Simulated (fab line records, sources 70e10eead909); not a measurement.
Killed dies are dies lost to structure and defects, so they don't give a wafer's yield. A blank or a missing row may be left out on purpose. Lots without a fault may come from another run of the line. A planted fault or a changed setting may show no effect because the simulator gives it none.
Chamber matching | flow nand_harc | NHARC_A_CHANNEL_HOLE_D1_ETCH_38 on rie_diel-02: 3 sister chambers
The step etches the open film in CF4, target depth 39 nm, time 65 s. 14 wafers are shown with their chamber, then 4 later ones without.

WAFERS WITH THEIR CHAMBER
wafer  | chamber | drypump_motor_current_A (A) | oes_product_au (a.u.) | rf_vpp_V (V)
L074.1 | 1       | 6.2                         | 0.991                 | 150.2
L074.5 | 0       | 5.4                         | 1.001                 | 149.8
L074.6 | 3       | 6.0                         | 1.010                 | 150.5
L075.1 | 0       | 5.5                         | 1.000                 | 151.4
L075.3 | 1       | 6.1                         | 0.996                 | 152.1
L075.6 | 3       | 6.0                         | 1.009                 | 151.7
L084.2 | 3       | 6.0                         | 1.027                 | 151.8
L084.4 | 1       | 6.2                         | 1.007                 | 151.4
L084.6 | 1       | 6.2                         | 1.004                 | 151.3
L086.1 | 3       | 6.0                         | 1.009                 | 151.0
L086.2 | 1       | 6.1                         | 0.997                 | 151.5
L086.5 | 1       | 6.2                         | 1.002                 | 151.2
L089.1 | 1       | 6.2                         | 0.998                 | 151.3
L089.4 | 3       | 6.0                         | 1.011                 | 151.2

SIGNATURES (means of the wafers above)
reading                 | chamber 0 | chamber 1 | chamber 3 | scatter within a chamber
drypump_motor_current_A | 5.450     | 6.171     | 6.000     | 0.0419
oes_product_au          | 1.00050   | 0.99929   | 1.01320   | 0.00616
rf_vpp_V                | 150.600   | 151.286   | 151.240   | 0.627
Rule: a wafer's distance from a chamber is the root of the sum, over the readings, of the square of ((its reading less the chamber's mean) divided by the reading's scatter). The wafer belongs to the nearest chamber; if the next one is less than 2 further off, it can't be placed. The scatter: the root of (the sum of the squares of (reading less its chamber's mean) over the shown wafers, divided by (wafers less chambers)).

WAFERS WITHOUT THEIR CHAMBER
wafer  | drypump_motor_current_A (A) | oes_product_au (a.u.) | rf_vpp_V (V)
L089.6 | 6.2                         | 0.995                 | 152.5
L095.1 | 6.2                         | 1.005                 | 150.7
L095.6 | 6.0                         | 1.012                 | 149.8
L097.4 | 6.1                         | 0.984                 | 150.7

WHICH CHAMBER EACH WENT THROUGH
wafer  | from the rows above | in truth
L089.6 | 1                   | 1
L095.1 | 1                   | 1
L095.6 | 3                   | 3
L097.4 | 1                   | 1
Placed correctly: 4 of 4. Can't be placed from these rows: 0. Placed wrongly: 0.
